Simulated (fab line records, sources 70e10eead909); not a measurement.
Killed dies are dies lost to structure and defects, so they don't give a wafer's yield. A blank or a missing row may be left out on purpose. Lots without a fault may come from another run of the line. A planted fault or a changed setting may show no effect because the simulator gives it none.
fab line records | flow nand_harc
record lots=24 wafers=72 last_day=24
route steps=1159 shown P_BONDPAD@370 A_ZERO_WELL@412 A_CHANNEL_HOLE_D1@450
lots that met no fault: from a run of the same line without faults
start_h: hours from the record's first day to the start of the lot's first wafer shown | wait_h: hours since the lot's step before | " the same as in the row above | L1.1+2: a row that stands for several wafers | - no value, or no start given | * or withheld: withheld | < > ~ a bound
route shown NAME@n: a module of which the file shows steps, and the number in the route of the first | usual: mean/standard deviation of fault-free wafers | same: alike in all rows | chamber/n: place in a boat | sites: the reading at each site | _std_site: their standard deviation | _edge_site: outer sites' mean less inner sites' | radius_mm: how far each site lies from the wafer's centre | mask NAME#n: copy n | behind: the tool/chamber that last shaped the wafer | hold: why the lot was held/for how many hours/how that ended | device: the transistor (n, p or np) that didn't switch | end of line: the same wafers' tests at the end of the route | a step without rows: its recipe alone | killed: dies lost to structure and defects at the first sort, not the wafer's yield | map: a wafer's dies, x killed, . not, _ none there
set.NAME: the setting as run; set.NAME@STEP: as run at that earlier step | model.NAME: the simulator's own value behind a step, which no gauge read
steps of the route over a sample of lots; a table a step, a row a wafer
services: from which hour (start_h, from the record's first day; less than 0 if before it) a tool's chamber was out of use, for how many hours, and why
## steps
# step NHARC_P_BONDPAD_CD_MEAS_13
# usual cd_nm=498.8/2.3
# columns lot.wafer tool chamber start_h wait_h cd_nm
L074.1 cd_sem-01 - 124.72 - 497.9
L074.3 " - " " 497.7
L074.5 " - " " 499.0
L075.1 cd_sem-02 - 138.21 - 498.1
L075.4 " - " " 498.8
L075.6 " - " " 500.3
L076.2 cd_sem-02 - 138.81 - 502.3
L076.5 " - " " 500.8
L076.6 " - " " 496.6
L077.3 cd_sem-03 - 139.97 - 502.8
L077.4 " - " " 499.2
L077.6 " - " " 502.9
L078.2 cd_sem-02 - 149.97 - 499.9
L078.3 " - " " 499.2
L078.6 " - " " 495.6
L079.2 cd_sem-03 - 150.58 - 502.7
L079.3 " - " " 497.0
L079.6 " - " " 496.5
L080.1 cd_sem-02 - 167.60 - 497.0
L080.3 " - " " 496.7
L080.5 " - " " 500.3
L081.2 cd_sem-01 - 169.08 - 498.3
L081.3 " - " " 497.5
L081.4 " - " " 499.2
L082.2 cd_sem-02 - 176.66 - 500.2
L082.3 " - " " 495.2
L082.5 " - " " 499.7
L083.1 cd_sem-03 - 194.75 - 497.0
L083.5 " - " " 498.6
L083.6 " - " " 495.2
L085.1 cd_sem-01 - 203.33 - 499.1
L085.3 " - " " 494.2
L085.4 " - " " 500.1
L084.2 cd_sem-02 - 208.23 - 499.0
L084.3 " - " " 501.1
L084.5 " - " " 497.1
L088.1 cd_sem-02 - 208.95 - 492.4
L088.5 " - " " 497.7
L088.6 " - " " 499.6
L086.3 cd_sem-02 - 210.47 - 501.1
L086.5 " - " " 498.4
L086.6 " - " " 500.3
L087.1 cd_sem-03 - 215.25 - 495.1
L087.2 " - " " 497.6
L087.6 " - " " 494.9
L089.2 cd_sem-01 - 224.71 - 495.8
L089.5 " - " " 497.8
L089.6 " - " " 501.4
L090.1 cd_sem-03 - 225.51 - 501.3
L090.2 " - " " 495.5
L090.6 " - " " 500.7
L091.1 cd_sem-01 - 230.92 - 499.3
L091.3 " - " " 502.0
L091.4 " - " " 500.6
L093.3 cd_sem-02 - 233.77 - 495.4
L093.4 " - " " 501.1
L093.5 " - " " 497.7
L092.2 cd_sem-01 - 235.87 - 500.7
L092.4 " - " " 501.1
L092.5 " - " " 502.1
L095.2 cd_sem-03 - 257.97 - 495.9
L095.3 " - " " 496.6
L095.5 " - " " 495.0
L094.1 cd_sem-03 - 258.83 - 500.6
L094.4 " - " " 497.5
L094.5 " - " " 497.0
L097.2 cd_sem-03 - 260.82 - 497.8
L097.3 " - " " 498.9
L097.6 " - " " 500.4
L096.1 cd_sem-03 - 261.51 - 499.0
L096.3 " - " " 500.1
L096.4 " - " " 501.8
# step NHARC_A_ZERO_WELL_INSPECT_17
# usual raw_defect_count=11/6.8
# columns lot.wafer tool chamber start_h wait_h raw_defect_count
L074.1 defect_inspect-02 - 129.83 0.2 11
L074.3 " - " " 11
L074.5 " - " " 13
L075.1 defect_inspect-02 - 143.42 0.2 16
L075.4 " - " " 30
L075.6 " - " " 20
L076.2 defect_inspect-02 - 143.96 0.1 9
L076.5 " - " " 8
L076.6 " - " " 15
L077.3 defect_inspect-02 - 145.13 0.1 10
L077.4 " - " " 10
L077.6 " - " " 11
L078.2 defect_inspect-02 - 155.07 0.1 8
L078.3 " - " " 7
L078.6 " - " " 20
L079.2 defect_inspect-01 - 155.66 0.1 5
L079.3 " - " " 3
L079.6 " - " " 3
L080.1 defect_inspect-02 - 172.63 0.2 11
L080.3 " - " " 5
L080.5 " - " " 12
L081.2 defect_inspect-02 - 173.97 0.1 15
L081.3 " - " " 8
L081.4 " - " " 10
L082.2 defect_inspect-01 - 181.65 0.1 26
L082.3 " - " " 39
L082.5 " - " " 24
L083.1 defect_inspect-02 - 199.90 0.2 15
L083.5 " - " " 3
L083.6 " - " " 5
L085.1 defect_inspect-01 - 208.43 0.2 1
L085.3 " - " " 8
L085.4 " - " " 9
L084.2 defect_inspect-01 - 213.32 0.1 8
L084.3 " - " " 16
L084.5 " - " " 14
L088.1 defect_inspect-02 - 214.00 0.2 9
L088.5 " - " " 13
L088.6 " - " " 12
L086.3 defect_inspect-01 - 215.43 0.1 8
L086.5 " - " " 11
L086.6 " - " " 7
L087.1 defect_inspect-02 - 220.36 0.2 11
L087.2 " - " " 17
L087.6 " - " " 14
L089.2 defect_inspect-01 - 229.75 0.1 17
L089.5 " - " " 9
L089.6 " - " " 5
L090.1 defect_inspect-02 - 230.55 0.2 8
L090.2 " - " " 5
L090.6 " - " " 1
L091.1 defect_inspect-01 - 235.96 0.2 6
L091.3 " - " " 5
L091.4 " - " " 14
L093.3 defect_inspect-01 - 238.78 0.1 5
L093.4 " - " " 14
L093.5 " - " " 11
L092.2 defect_inspect-02 - 240.84 0.1 11
L092.4 " - " " 11
L092.5 " - " " 18
L095.2 defect_inspect-01 - 263.07 0.1 10
L095.3 " - " " 9
L095.5 " - " " 17
L094.1 defect_inspect-02 - 263.76 0.2 9
L094.4 " - " " 8
L094.5 " - " " 6
L097.2 defect_inspect-01 - 265.87 0.1 14
L097.3 " - " " 8
L097.6 " - " " 6
L096.1 defect_inspect-01 - 266.62 0.2 18
L096.3 " - " " 10
L096.4 " - " " 13
# step NHARC_A_CHANNEL_HOLE_D1_DEP_00
# recipe target_thk_a=31000 temp_c=400 material=aC
# usual throttle_valve_pct=35.001/0.0093
# columns lot.wafer tool chamber start_h wait_h throttle_valve_pct
L074.1 acl_dep-02 0 167.45 0.9 35.004
L074.3 " 0 " " 35.016
L074.5 " 0 " " 35.005
L075.1 acl_dep-01 0 180.86 2.2 34.998
L075.4 " 0 " " 35.003
L075.6 " 0 " " 35.004
L076.2 acl_dep-03 0 182.64 3.8 34.993
L076.5 " 0 " " 35.015
L076.6 " 0 " " 34.995
L077.3 acl_dep-01 0 183.46 4.6 35.010
L077.4 " 0 " " 34.989
L077.6 " 0 " " 34.988
L078.2 acl_dep-02 0 190.97 2.6 34.997
L078.3 " 0 " " 34.984
L078.6 " 0 " " 35.007
L079.2 acl_dep-03 0 191.07 2.6 35.005
L079.3 " 0 " " 35.011
L079.6 " 0 " " 34.988
L080.1 acl_dep-02 0 206.03 0.1 35.005
L080.3 " 0 " " 35.000
L080.5 " 0 " " 35.003
L081.2 acl_dep-01 0 206.27 0.4 35.008
L081.3 " 0 " " 35.008
L081.4 " 0 " " 35.016
L082.2 acl_dep-01 0 219.47 1.8 34.989
L082.3 " 0 " " 35.009
L082.5 " 0 " " 35.000
L083.1 acl_dep-02 0 234.88 1.3 34.998
L083.5 " 0 236.14 2.6 34.998
L083.6 " 0 " " 35.003
L084.2 acl_dep-03 0 247.30 0.4 34.993
L084.3 " 0 " " 34.993
L084.5 " 0 " " 34.988
L085.1 acl_dep-01 0 247.91 0.7 35.003
L085.3 " 0 " " 35.013
L085.4 " 0 " " 35.011
L088.1 acl_dep-03 0 248.91 1.5 35.003
L088.5 " 0 250.18 2.8 35.003
L088.6 " 0 " " 34.995
L086.3 acl_dep-01 0 250.45 2.8 35.003
L086.5 " 0 " " 34.987
L086.6 " 0 " " 35.005
L087.1 acl_dep-03 0 253.95 0.1 35.017
L087.2 " 0 " " 35.020
L087.6 " 0 255.55 1.7 35.003
L090.1 acl_dep-01 0 264.33 0.2 35.000
L090.2 " 0 " " 34.995
L090.6 " 0 265.89 1.7 34.984
L089.2 acl_dep-03 0 264.83 0.6 34.998
L089.5 " 0 " " 35.001
L089.6 " 0 " " 34.988
L093.3 acl_dep-03 0 270.61 1.3 34.998
L093.4 " 0 " " 35.012
L093.5 " 0 " " 35.002
L091.1 acl_dep-02 0 270.84 1.5 34.984
L091.3 " 0 " " 34.998
L091.4 " 0 " " 35.004
L092.2 acl_dep-02 0 274.89 1.0 34.996
L092.4 " 0 " " 34.998
L092.5 " 0 " " 34.992
L095.2 acl_dep-02 0 297.99 0.5 34.997
L095.3 " 0 " " 34.990
L095.5 " 0 " " 34.999
L096.1 acl_dep-03 0 298.71 1.1 35.005
L096.3 " 0 " " 35.005
L096.4 " 0 " " 34.993
L097.2 acl_dep-03 0 300.95 2.4 35.019
L097.3 " 0 " " 35.000
L097.6 " 0 " " 35.011
L094.1 acl_dep-02 0 301.51 2.9 34.996
L094.4 " 0 " " 34.991
L094.5 " 0 " " 35.001
# step NHARC_A_CHANNEL_HOLE_D1_ETCH_16
# recipe target_depth_a=31000 over_etch_frac=0.3 time_s=806 ion_energy_ev=150 o2_flow_sccm=400 cos_flow_sccm=20 ar_flow_sccm=0 rf_w=500 bias_w=300 chemistry=O2/COS
# usual drypump_motor_current_A=5.7/0.39 o2_flow_sccm=400.0/1.3 oes_product_au=0.998/0.015 rf_vpp_V=314.7/1.8 showerhead_plenum_p_Torr=3.16/0.11 throttle_valve_pct=28.330/0.0097
# columns lot.wafer tool chamber start_h wait_h drypump_motor_current_A o2_flow_sccm oes_product_au rf_hours_counter_h rf_vpp_V showerhead_plenum_p_Torr throttle_valve_pct
L074.3 rie_diel-03 2 - - 5.5 401.8 0.988 10 313.6 3.06 28.340
L074.1 " 0 " " 6.1 398.5 0.976 10 315.1 3.24 28.336
L074.5 " 1 " " 4.7 398.6 0.994 - 317.4 3.34 28.327
L075.1 rie_diel-03 2 - - 5.5 399.5 0.990 11 312.3 3.06 28.330
L075.4 " 0 " " 6.1 399.1 0.975 11 315.7 3.24 28.315
L075.6 " 2 " " 5.6 398.7 1.000 - 313.8 3.06 28.326
L076.2 rie_diel-06 0 - - 5.5 400.2 0.978 7 315.9 3.20 28.338
L076.6 " 1 " " 5.7 400.3 0.998 - 312.5 3.07 28.340
L076.5 " 2 " " 5.2 399.2 1.010 - 315.7 3.27 28.332
L077.3 rie_diel-01 1 - - 5.5 400.7 0.973 3 313.0 3.13 28.345
L077.4 " 2 " " 5.7 399.1 1.009 2 315.3 3.12 28.336
L077.6 " 2 " " 5.7 397.9 1.013 - 314.7 3.12 28.334
L078.3 rie_diel-01 0 - - 6.5 399.2 0.997 3 317.0 3.34 28.334
L078.2 " 2 " " 5.7 400.5 1.027 2 314.3 3.12 28.324
L078.6 " 0 " " 6.4 400.0 0.992 - 318.9 3.34 28.312
L079.2 rie_diel-03 1 - - 4.7 400.3 1.002 10 316.7 3.33 28.322
L079.3 " 2 " " 5.6 399.9 0.982 13 312.3 3.06 28.343
L079.6 " 3 " " 5.8 399.9 1.006 - 312.5 2.98 28.333
L081.4 rie_diel-06 1 - - 5.7 399.5 1.000 8 313.5 3.07 28.339
L081.2 " 2 " " 5.2 402.8 1.020 9 316.1 3.27 28.343
L081.3 " 3 " " 5.7 398.5 1.029 8 315.4 3.11 28.343
L080.1 rie_diel-01 3 - - 5.8 399.3 0.992 5 313.4 3.11 28.330
L080.3 " 2 " " 5.8 399.5 1.024 4 314.3 3.12 28.330
L080.5 " 3 " " 5.8 400.3 0.999 - 314.0 3.11 28.326
L082.3 rie_diel-01 1 - - 5.5 398.2 0.981 6 314.4 3.13 28.344
L082.2 " 3 " " 5.8 400.7 1.007 6 312.2 3.11 28.339
L082.5 " 1 " " 5.6 398.5 0.983 - 314.4 3.13 28.332
L083.1 rie_diel-01 2 - - 5.8 399.1 1.025 6 314.6 3.12 28.307
L083.5 " 2 " " 5.8 401.8 1.023 - 314.3 3.12 28.333
L083.6 " 0 " " 6.4 399.9 0.996 - 316.9 3.34 28.327
L084.2 rie_diel-03 3 - - 5.8 399.8 0.999 1 311.7 2.98 28.320
L084.3 " 0 " " 6.1 402.0 1.002 - 314.8 3.24 28.316
L084.5 " 3 " " 5.8 402.1 0.994 - 313.3 2.98 28.330
L085.1 rie_diel-06 2 - - 5.2 395.8 1.001 0 315.5 3.27 28.340
L085.3 " 3 " " 5.7 400.9 1.027 0 314.6 3.11 28.348
L085.4 " 0 " " 5.5 399.5 0.988 0 314.3 3.20 28.334
L088.1 rie_diel-01 3 - - 5.8 399.9 0.996 9 314.3 3.11 28.329
L088.6 " 3 " " 5.8 399.9 0.992 - 315.0 3.11 28.332
L088.5 " 0 " " 6.4 402.2 1.009 - 316.2 3.34 28.331
L086.3 rie_diel-03 0 253.67 0.3 6.1 399.6 0.990 - 315.8 3.23 28.318
L086.5 " 0 " " 6.1 400.6 0.991 - 316.2 3.23 28.329
L086.6 " 3 " " 5.8 398.7 0.979 - 311.6 2.98 28.347
L087.1 rie_diel-06 1 - - 5.7 401.1 1.009 1 311.5 3.06 28.334
L087.2 " 2 " " 5.2 400.6 1.005 1 317.4 3.27 28.340
L087.6 " 0 " " 5.5 397.6 0.991 - 314.7 3.20 28.332
L090.1 rie_diel-06 2 - - 5.2 403.1 1.010 2 316.5 3.27 28.311
L090.2 " 3 " " 5.6 400.4 1.035 2 314.6 3.11 28.341
L090.6 " 1 " " 5.6 400.9 1.000 - 313.6 3.06 28.342
L089.2 rie_diel-03 1 - - 4.7 401.0 0.997 1 317.8 3.33 28.323
L089.5 " 3 " " 5.7 399.5 0.991 - 312.9 2.98 28.317
L089.6 " 0 " " 6.1 399.4 1.004 - 315.9 3.23 28.322
L093.3 rie_diel-06 1 - - 5.7 398.1 1.004 3 313.9 3.06 28.334
L093.4 " 2 " " 5.2 399.1 1.001 3 315.9 3.27 28.344
L093.5 " 2 " " 5.2 399.7 1.010 - 316.2 3.27 28.334
L091.3 rie_diel-03 0 - - 6.0 400.6 0.992 5 317.1 3.23 28.340
L091.4 " 1 " " 4.7 399.5 1.009 1 318.0 3.33 28.321
L091.1 " 2 " " 5.6 399.9 0.988 3 313.8 3.06 28.328
L092.4 rie_diel-03 3 - - 5.7 399.8 0.982 6 312.6 2.98 28.324
L092.2 " 1 " " 4.7 401.4 0.995 2 318.0 3.33 28.339
L092.5 " 2 " " 5.6 397.7 0.988 - 311.9 3.06 28.333
L095.2 rie_diel-03 0 - - 6.1 402.3 0.985 7 316.6 3.23 28.345
L095.3 " 2 " " 5.6 400.7 0.988 5 311.7 3.05 28.346
L095.5 " 3 " " 5.8 402.0 0.976 - 312.4 2.98 28.336
L096.4 rie_diel-01 1 - - 5.6 398.4 0.984 10 313.4 3.13 28.334
L096.3 " 2 " " 5.7 401.2 1.026 10 314.6 3.12 28.311
L096.1 " 0 " " 6.5 399.5 0.991 13 317.6 3.34 28.338
L097.2 rie_diel-06 0 - - 5.5 401.7 1.000 4 313.3 3.20 28.323
L097.3 " 2 " " 5.2 401.0 1.007 4 315.6 3.27 28.319
L097.6 " 1 " " 5.7 399.3 1.011 - 313.5 3.06 28.313
L094.1 rie_diel-01 2 - - 5.7 401.7 1.012 11 313.0 3.12 28.311
L094.4 " 3 " " 5.8 399.1 1.008 12 313.9 3.11 28.332
L094.5 " 1 " " 5.5 401.0 0.981 - 313.2 3.13 28.329
# step NHARC_A_CHANNEL_HOLE_D1_CD_MEAS_18
# usual cd_nm=99/3.6
# columns lot.wafer tool chamber start_h wait_h cd_nm
L074.1 cd_sem-01 - 171.40 - 97
L074.3 " - " " 92
L074.5 " - " " 99
L075.1 cd_sem-03 - 184.85 - 89
L075.4 " - " " 101
L075.6 " - " " 92
L076.2 cd_sem-02 - 186.26 - 100
L076.5 " - " " 98
L076.6 " - " " 99
L077.3 cd_sem-01 - 186.70 - 95
L077.4 " - " " 100
L077.6 " - " " 98
L078.2 cd_sem-02 - 194.62 - 103
L078.3 " - " " 100
L078.6 " - " " 104
L079.2 cd_sem-02 - 195.17 - 98
L079.3 " - " " 90
L079.6 " - " " 96
L081.2 cd_sem-01 - 209.85 - 101
L081.3 " - " " 102
L081.4 " - " " 99
L080.1 cd_sem-02 - 210.03 - 101
L080.3 " - " " 100
L080.5 " - " " 98
L082.2 cd_sem-03 - 223.18 - 97
L082.3 " - " " 97
L082.5 " - " " 99
L083.1 cd_sem-01 - 239.19 - 101
L083.5 " - " " 100
L083.6 " - " " 102
L084.2 cd_sem-03 - 251.40 - 102
L084.3 " - " " 99
L084.5 " - " " 104
L085.1 cd_sem-03 - 251.76 - 98
L085.3 " - " " 94
L085.4 " - " " 101
L088.1 cd_sem-03 - 252.85 - 99
L088.5 " - " " 103
L088.6 " - " " 103
L086.3 cd_sem-01 - 254.37 0.6 100
L086.5 " - " " 103
L086.6 " - " " 103
L087.1 cd_sem-01 - 257.96 - 94
L087.2 " - " " 97
L087.6 " - " " 97
L090.1 cd_sem-02 - 268.12 - 100
L090.2 " - " " 102
L090.6 " - " " 93
L089.2 cd_sem-03 - 268.47 - 104
L089.5 " - " " 106
L089.6 " - " " 102
L093.3 cd_sem-01 - 273.93 - 92
L093.4 " - " " 102
L093.5 " - " " 96
L091.1 cd_sem-01 - 274.64 - 99
L091.3 " - " " 104
L091.4 " - " " 97
L092.2 cd_sem-01 - 278.51 - 101
L092.4 " - " " 104
L092.5 " - " " 96
L095.2 cd_sem-02 - 301.49 - 96
L095.3 " - " " 96
L095.5 " - " " 102
L096.1 cd_sem-02 - 302.72 - 100
L096.3 " - " " 99
L096.4 " - " " 101
L097.2 cd_sem-01 - 304.43 - 99
L097.3 " - " " 101
L097.6 " - " " 95
L094.1 cd_sem-01 - 305.49 - 100
L094.4 " - " " 99
L094.5 " - " " 100
# step NHARC_A_CHANNEL_HOLE_D1_ETCH_20
# recipe bias_v=3000 source_w=withheld pressure_mtorr=20 time_s=361.9 ar_flow_sccm=375 c4f8_flow_sccm=89.3 o2_flow_sccm=35.7 temp_c=-20 target_depth_a=16000 chemistry=C4F8/O2/Ar
# usual drypump_motor_current_A=6.05/0.27 o2_flow_sccm=35.71/0.12 showerhead_plenum_p_Torr=3.70/0.081 throttle_valve_pct=32.153/0.0099
# columns lot.wafer tool chamber start_h wait_h drypump_motor_current_A o2_flow_sccm rf_hours_counter_h showerhead_plenum_p_Torr throttle_valve_pct
L074.1 har_etch-02 1 171.63 0.1 5.91 35.94 96 3.61 32.160
L074.3 " 0 " " 5.78 35.56 - 3.69 32.154
L074.5 " 0 " " 5.77 35.61 - 3.69 32.159
L075.1 har_etch-01 0 185.04 0.1 6.03 35.63 194 3.82 32.143
L075.4 " 0 " " 6.01 35.73 - 3.82 32.149
L075.6 " 1 " " 6.49 35.90 - 3.74 32.151
L076.2 har_etch-02 0 186.50 0.1 5.77 35.61 104 3.69 32.168
L076.6 " 1 " " 5.92 35.73 - 3.60 32.153
L076.5 " 0 " " 5.75 35.76 - 3.68 32.143
L077.3 har_etch-01 1 189.29 0.2 6.46 35.66 - 3.74 32.138
L077.4 " 0 " " 6.02 35.58 - 3.82 32.158
L077.6 " 0 " " 5.97 35.69 - 3.82 32.147
L078.2 har_etch-01 1 194.81 0.1 6.49 35.68 202 3.74 32.151
L078.3 " 1 " " 6.48 35.66 - 3.74 32.149
L078.6 " 0 " " 6.02 35.73 - 3.82 32.146
L079.2 har_etch-02 1 195.41 0.1 5.91 35.67 110 3.60 32.151
L079.3 " 0 " " 5.78 35.62 - 3.68 32.165
L079.6 " 0 " " 5.80 35.61 - 3.68 32.159
L081.2 har_etch-01 0 210.04 0.1 6.00 35.82 207 3.82 32.159
L081.3 " 0 " " 6.00 35.68 - 3.82 32.154
L081.4 " 1 " " 6.49 35.80 - 3.73 32.141
L080.1 har_etch-02 1 210.22 0.1 5.91 35.50 116 3.60 32.131
L080.3 " 0 " " 5.76 35.90 - 3.68 32.159
L080.5 " 1 " " 5.92 35.50 - 3.60 32.150
L082.2 har_etch-01 1 223.37 0.1 6.50 35.56 214 3.73 32.151
L082.3 " 0 " " 6.02 35.53 - 3.81 32.185
L082.5 " 1 " " 6.46 35.66 - 3.73 32.152
L083.1 har_etch-02 1 239.38 0.1 5.92 35.73 124 3.59 32.157
L083.6 " 1 " " 5.92 35.81 - 3.59 32.144
L083.5 " 0 " " 5.77 35.67 - 3.67 32.138
L084.2 har_etch-01 0 251.59 0.1 6.04 35.61 223 3.81 32.164
L084.3 " 1 " " 6.46 35.63 - 3.72 32.146
L084.5 " 0 " " 6.01 35.75 - 3.81 32.156
L085.1 har_etch-02 0 252.00 0.1 5.77 35.60 130 3.67 32.170
L085.3 " 1 " " 5.92 35.99 - 3.59 32.141
L085.4 " 0 " " 5.78 35.70 - 3.67 32.152
L088.1 har_etch-01 1 255.81 0.1 6.48 35.73 226 3.72 32.153
L088.6 " 0 " " 5.98 35.88 - 3.80 32.138
L088.5 " 1 " " 6.50 35.69 - 3.72 32.166
L086.3 har_etch-02 1 256.26 0.2 5.94 35.79 - 3.59 32.156
L086.5 " 0 " " 5.78 35.60 - 3.67 32.154
L086.6 " 1 " " 5.91 35.91 - 3.59 32.152
L087.1 har_etch-01 1 259.89 0.1 6.50 35.54 230 3.72 32.148
L087.2 " 0 " " 6.01 36.01 230 3.80 32.154
L087.6 " 1 " " 6.50 35.72 - 3.72 32.142
L090.1 har_etch-01 0 268.32 0.1 6.02 35.80 234 3.80 32.146
L090.2 " 1 " " 6.46 35.84 234 3.72 32.163
L090.6 " 0 " " 6.03 35.64 - 3.80 32.151
L089.2 har_etch-02 1 268.71 0.1 5.92 35.71 142 3.58 32.155
L089.6 " 0 " " 5.78 35.74 - 3.66 32.149
L089.5 " 1 " " 5.92 35.63 - 3.58 32.157
L093.3 har_etch-01 1 274.22 0.2 6.50 35.96 - 3.72 32.133
L093.4 " 0 " " 6.05 35.63 - 3.80 32.162
L093.5 " 0 " " 6.05 35.63 - 3.80 32.160
L091.1 har_etch-02 0 274.83 0.1 5.77 35.61 146 3.66 32.146
L091.3 " 0 " " 5.78 35.66 - 3.66 32.157
L091.4 " 1 " " 5.92 35.84 - 3.58 32.154
L092.2 har_etch-01 1 278.70 0.1 6.52 35.71 242 3.71 32.161
L092.4 " 0 " " 6.02 35.84 - 3.80 32.138
L092.5 " 0 " " 6.04 35.82 - 3.80 32.155
L095.2 har_etch-01 1 301.74 0.1 6.46 35.50 247 3.71 32.165
L095.3 " 1 " " 6.46 35.51 - 3.71 32.164
L095.5 " 0 " " 6.00 35.85 - 3.79 32.168
L096.1 har_etch-02 0 302.91 0.1 5.77 35.57 154 3.66 32.149
L096.4 " 0 " " 5.77 35.64 - 3.66 32.117
L096.3 " 1 " " 5.92 35.68 - 3.57 32.163
L097.2 har_etch-02 0 308.81 0.1 5.78 35.62 160 3.65 32.161
L097.3 " 0 " " 5.78 35.54 - 3.65 32.144
L097.6 " 0 " " 5.78 35.53 - 3.65 32.138
L094.1 har_etch-02 0 312.97 0.1 5.77 35.48 164 3.65 32.151
L094.4 " 1 " " 5.94 35.67 - 3.57 32.169
L094.5 " 1 " " 5.93 35.62 - 3.57 32.159
## services
# columns tool chamber start_h hours kind
rie_diel-03 1 143.47 8.0 repair
rie_diel-03 0 145.43 - clean
rie_diel-03 2 145.43 - clean
rie_diel-03 3 145.43 - clean
rie_diel-01 2 160.90 5.5 repair
rie_diel-03 0 169.93 - clean
rie_diel-03 1 169.93 - clean
rie_diel-03 2 169.93 - clean
rie_diel-03 3 169.93 - clean
rie_diel-01 2 170.71 1.5 repair
acl_dep-02 - 171.57 13.0 pm
rie_diel-03 1 171.90 6.8 repair
rie_diel-03 0 194.50 - clean
rie_diel-06 - 212.17 0.3 repair
rie_diel-03 - 215.30 9.0 pm
acl_dep-03 - 224.32 13.0 pm
rie_diel-01 1 231.47 15.1 repair
rie_diel-06 - 241.20 9.0 pm
rie_diel-03 1 247.99 15.8 repair
rie_diel-03 2 250.27 6.7 repair
acl_dep-01 - 296.32 13.0 pm
har_etch-01 - 305.74 17.0 pm
har_etch-01 0 305.74 17.0 vent_cycle
har_etch-01 1 305.74 17.0 vent_cycle
## key
fault none
